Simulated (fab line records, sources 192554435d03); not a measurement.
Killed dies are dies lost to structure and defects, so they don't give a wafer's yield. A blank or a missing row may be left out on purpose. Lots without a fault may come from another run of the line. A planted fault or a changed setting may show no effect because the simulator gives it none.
Chamber matching | flow n5_finfet | N5_BEOL_M5_CURE_80 on uv_cure-01: 3 sister chambers
The step cures SiCOH lowk, time 120 s. 6 wafers are shown with their chamber, then 9 later ones without.

WAFERS WITH THEIR CHAMBER
wafer  | chamber | wafer_temp_C_max | lamp_power_pct (%)
L077.4 | 0       | 371.9            | 52.32
L077.6 | 0       | 371.5            | 52.30
L080.5 | 2       | 372.0            | 52.22
L080.6 | 2       | 372.3            | 52.29
L086.5 | 1       | 371.2            | 52.33
L086.6 | 1       | 371.3            | 52.33

WAFERS WITHOUT THEIR CHAMBER
wafer  | wafer_temp_C_max | lamp_power_pct (%)
L092.3 | 371.1            | 52.40
L092.4 | 371.2            | 52.31
L092.5 | 371.0            | 52.26
L091.1 | 371.2            | 52.31
L091.2 | 371.4            | 52.36
L091.6 | 371.3            | 52.33
L095.1 | 372.2            | 52.26
L095.4 | 372.3            | 52.27
L095.5 | 371.6            | 52.41

WHICH CHAMBER EACH WENT THROUGH
wafer  | from the rows above     | in truth
L092.3 | can't be placed: 1 or 0 | 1
L092.4 | can't be placed: 1 or 0 | 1
L092.5 | can't be placed: 1 or 0 | 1
L091.1 | can't be placed: 1 or 0 | 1
L091.2 | can't be placed: 1 or 0 | 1
L091.6 | can't be placed: 1 or 0 | 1
L095.1 | 2                       | 2
L095.4 | 2                       | 2
L095.5 | can't be placed: 1 or 0 | 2
Placed correctly: 2 of 9. Can't be placed from these rows: 7 (the true chamber is among the candidates in 6). Placed wrongly: 0.
How it was worked out, from the rows above alone: a wafer's distance from a chamber is the root of the sum, over the readings, of the square of ((its reading less the chamber's mean) divided by the reading's scatter). The wafer belongs to the nearest chamber; if the next one is less than 2 further off, it can't be placed. A chamber's mean is the mean of its shown wafers. The scatter: the root of (the sum of the squares of (reading less its chamber's mean) over the shown wafers, divided by (wafers less chambers)).
